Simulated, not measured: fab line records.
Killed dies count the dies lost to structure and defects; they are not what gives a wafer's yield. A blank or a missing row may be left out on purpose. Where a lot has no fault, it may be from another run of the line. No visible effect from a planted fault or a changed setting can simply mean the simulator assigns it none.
Comparing a struck lot with a sound one	flow n5-finfet	37 out of 1938 route steps
Sound: these wafers, L630.1, L630.4, L630.6. The struck wafers were L643.3, L643.5, L643.6. The cause is given at the end.
For every step that has rows: the tool of each side, followed by ch and its chambers, followed by its first start. Under that, the readings that differ: sound wafers	struck wafers	difference of the means	sigmas: that difference in standard deviations of wafers without a fault.
alike: readings whose means differ by less than 2 such deviations, and words and numbers that are the same on both sides. not compared: withheld readings, readings that some wafer has no value for, bounds like >300 that may hide the same value, and numbers for which the record gives no deviation and whose values overlap.
The two part at a step that has a row with sigmas, a row that says differs or no value, or rows on one side only. Numbers that have no deviation but don't overlap get no sigmas and don't part them. A reading that every wafer of one side lacks parts them only if that side has two wafers or more.

first, 9 steps without rows for these wafers: N5_BEOL_M4_ANNEAL_95 (time 240 s); N5_BEOL_M4_SPUTTER_96 (material Cu, target thk 4.5 nm, time 8.29 s); N5_BEOL_M4_ECD_50 (material Cu, target thk 300 nm); N5_BEOL_M4_ANNEAL_51 (time 90 s); N5_BEOL_M4_CMP_52 (polishes, stops on SiOC, t overpolish 6.8 s, target thk 40 nm); N5_BEOL_M4_PRE_CLEAN_60 (time 15 s); N5_BEOL_M4_CO_CAP_55 (material Co, precursor CCTBA/H2, target thk 2 nm, time 102.1 s); N5_BEOL_M4_PRE_CLEAN_56 (time 15 s); N5_BEOL_M4_DEP_57 (deposits SiCN from 3MS/NH3, target thk 8 nm, time 14 s).
N5_BEOL_M4_RC_MEAS_101:
  sound on prober-01 ch 0, day 9 03:13; struck on prober-02 ch 0, day 12 03:38
  alike: DIBL_N, DIBL_P, IOFF_N, IOFF_P, ION_N, ION_P, SS_N, SS_P, VT_N, VT_P
then, 24 steps without rows for these wafers: N5_BEOL_M5_ILD_DEP_00 (deposits SiCOH lowk from DEMS/porogen, target thk 140.64 nm, time 25.9 s); N5_BEOL_M5_CURE_79 (cures SiCOH lowk, time 240 s); N5_BEOL_M5_PECVD_70 (deposits SiO2 from TEOS/O2, target thk 16 nm, time 18 s); N5_BEOL_M5_HM_DEP_02 (deposits TiN, target thk 20 nm); N5_BEOL_M5_COAT_59 (time 60 s, resist thk 60 nm); N5_BEOL_M5_COAT_60 (time 60 s, resist thk 12 nm); N5_BEOL_M5_COAT_71 (time 60 s, resist thk 5 nm); N5_BEOL_M5_COAT_05 (resist thk 30 nm); N5_BEOL_M5_EBR_07; N5_BEOL_M5_SOFTBAKE_06 (time 60 s); N5_BEOL_M5_EXPOSE_08 (exposes mask M5, target cd 28 nm); N5_BEOL_M5_PEB_09 (peb time 60 s); N5_BEOL_M5_DEVELOP_10 (develop time 30 s); N5_BEOL_M5_DESCUM_16 (chemistry O2, time 7 s); N5_BEOL_M5_ETCH_72 (etches underlayer in N2/H2, target depth 6.5 nm, time 5.2 s); N5_BEOL_M5_ETCH_61 (etches SiARC in CF4, target depth 15.6 nm, time 26 s); N5_BEOL_M5_ETCH_62 (etches SOC in N2/H2, target depth 75 nm, overetch 15 nm, time 112.5 s); N5_BEOL_M5_STRIP_63 (strips in N2/H2); N5_BEOL_M5_STRIP_73 (strips in N2/H2); N5_BEOL_M5_STRIP_64 (strips in CF4); N5_BEOL_M5_HM_OPEN_17 (chemistry Cl2/BCl3, target TiN, target depth 20 nm, overetch 6 nm); N5_BEOL_M5_STRIP_19 (strips in O2); N5_BEOL_M5_COAT_65 (time 60 s, resist thk 60 nm); N5_BEOL_M5_COAT_66 (time 60 s, resist thk 12 nm).
N5_BEOL_M5_CVD_47: deposits Co from CCTBA/H2, target thk 3 nm, time 216 s.
  sound on cvd-co-01 ch 0,1,2, day 9 10:17; struck on cvd-co-01 ch 0,1,2, day 12 08:11
  no value came back on the struck wafers for chamber-pressure-Torr (Torr), run-length-s (s); on the sound wafers chamber-pressure-Torr (Torr) reads 29.98 29.97 29.94
N5_BEOL_M5_CMP_52: polishes, stops on SiCOH lowk, t overpolish 6.9 s, target thk 62 nm.
  sound on cmp-03 ch 1,2, day 9 15:20; struck on cmp-01 ch 2,3, day 12 13:11
reading	sound	struck	difference	sigmas
barrier-field-endpoint-s (s)	24.8 24.1 24.6	21.7 21.7 21.0	-3.0	-5
  alike: clearing-platen-rpm, motor-current-A, slurry-filter-dp-kPa
-- the record jumps here: 4 days lie between the struck wafers' starts before and after (it left off in module BEOL_M5 and takes up again in module PASSIVATION, whose first step shown is number 1936 of the route) --
N5_PASSIVATION_PROBE_49:
  struck on prober-01, day 16 09:24; sound on prober-02, day 13 06:57
reading	sound	struck	difference	sigmas
defect-limited-yield (%)	92.0 88.6 91.4	0 0 0	-91	-65
killed_at_M4_up	11 12 16	1105 1091 1100	+1086	+99 or more
killed-dies	94 135 102	1180 1180 1180	+1070	+63
killed-on-rim	14 18 14	152 152 152	+137	+33
sort_bin_5_function (%)	5.3 6.5 4.7	90.4 88.1 91.2	+84.4	+96
sort_bin_6_memory (%)	2.6 4.2 3.2	9.5 11.4 8.5	+6.5	+10
sort-n-pass	1086 1045 1078	0 0 0	-1070	-63
sort-yield-pct (%)	92.0 88.6 91.4	0 0 0	-91	-65
  alike: killed_at_M0_to_M3, killed-at-contacts, killed-at-front-end, killed-at-other, killed-open, killed-short

## WHERE THEY PART
First at N5_BEOL_M5_CVD_47; last, within this record, at N5_PASSIVATION_PROBE_49.

WHY: what the simulator had put in
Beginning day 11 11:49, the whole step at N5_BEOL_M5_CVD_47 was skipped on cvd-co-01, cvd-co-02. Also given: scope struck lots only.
